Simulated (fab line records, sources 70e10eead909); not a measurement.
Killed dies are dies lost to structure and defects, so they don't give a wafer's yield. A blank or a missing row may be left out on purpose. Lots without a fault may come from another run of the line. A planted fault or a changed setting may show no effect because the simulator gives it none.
One fault seen from 2 desks | flow nand_harc | each desk has only its own numbers; what lay behind them comes last

THE METROLOGY DESK
What the gauges read, lot by lot, whatever tool the lot ran on: means of the sampled wafers that have a number. A lot is out of limits, marked OUT, if its mean lies more than 4 standard deviations from the usual mean; the brackets give that distance.
Columns: A = cd_nm at NHARC_A_BONDPAD_CD_MEAS_09, usual 500.0 nm; B = overlay_x_nm at NHARC_A_BONDPAD_OVL_MEAS_35, usual 2 nm; C = overlay_y_nm at NHARC_A_BONDPAD_OVL_MEAS_35, usual 1 nm; D = cd_nm at NHARC_A_BONDPAD_CD_MEAS_13, usual 499.5 nm
lot  | first seen here | A     | B  | C  | D
L438 | day 24 11:43    | 498.2 | -0 | 7  | 497.3
L441 | day 25 05:45    | 498.7 | 3  | 4  | 497.9
L440 | day 25 15:41    | 499.1 | 0  | -2 | 498.5
L450 | day 29 12:35    | 503.0 | 9  | 8  | 505.6
L453 | day 30 05:49    | 500.1 | 2  | -4 | 502.4
L456 | day 32 00:11    | 498.5 | 3  | 3  | 498.0
This desk's finding: nothing out of limits on any of the 6 lots.

THE TOOL OWNER'S DESK: rie_diel-03
The tool's own readings at NHARC_A_BONDPAD_ETCH_12 (etches the open film in CHF3/O2, target depth 220 nm, time 110 s): means of the sampled wafers that have a number, for each lot that ran on this tool. A lot is out of limits, marked OUT, if its mean lies more than 4 standard deviations from the usual mean; the brackets give that distance.
Columns: A = drypump_motor_current_A at NHARC_A_BONDPAD_ETCH_12, usual 5.7 A; B = mfc_ar_sccm at NHARC_A_BONDPAD_ETCH_12, usual 200.0 sccm; C = oes_product_au at NHARC_A_BONDPAD_ETCH_12, usual 0.946 a.u.; D = rf_fwd_power_W at NHARC_A_BONDPAD_ETCH_12, usual 497.3 W; E = rf_vpp_V at NHARC_A_BONDPAD_ETCH_12, usual 370.4 V; F = showerhead_plenum_p_Torr at NHARC_A_BONDPAD_ETCH_12, usual 2.39 Torr; G = throttle_valve_pct at NHARC_A_BONDPAD_ETCH_12, usual 20.573 %
lot  | first seen here | A   | B     | C                | D                       | E     | F    | G
L441 | day 25 06:09    | 5.6 | 199.8 | 0.919            | 497.3                   | 369.5 | 2.37 | 20.572
L440 | day 25 16:05    | 5.6 | 199.7 | 0.931            | 496.2                   | 371.8 | 2.48 | 20.574
L450 | day 29 12:59    | 5.7 | 200.0 | 1.219 (+11) OUT  | 697.9 (+99 or more) OUT | 372.5 | 2.46 | 20.575
L453 | day 30 06:12    | 6.0 | 199.8 | 1.170 (+9.3) OUT | 697.3 (+99 or more) OUT | 371.7 | 2.48 | 20.561
This desk's finding: out of limits on L450, L453; first on L450, day 29 12:59 (oes_product_au at NHARC_A_BONDPAD_ETCH_12). In limits: L441, L440.

PUT TOGETHER
The tool owner's desk could have raised an alarm at day 29 12:59, on L450, L453.
The metrology desk saw nothing out of limits.
The metrology desk has L450, L453 on record, within its limits.
Of the lots named, all ran NHARC_A_BONDPAD_ETCH_12 on rie_diel-03.

WHAT THE SIMULATOR HAD PUT IN
Process parameter drift: rie_diel-03, from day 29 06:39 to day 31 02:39, at NHARC_A_BONDPAD_ETCH_12. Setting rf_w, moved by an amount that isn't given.
Lots struck among those shown: L450, L453.
Hours from the fault's start to each desk's first reading out of limits: the tool owner's desk, 6.
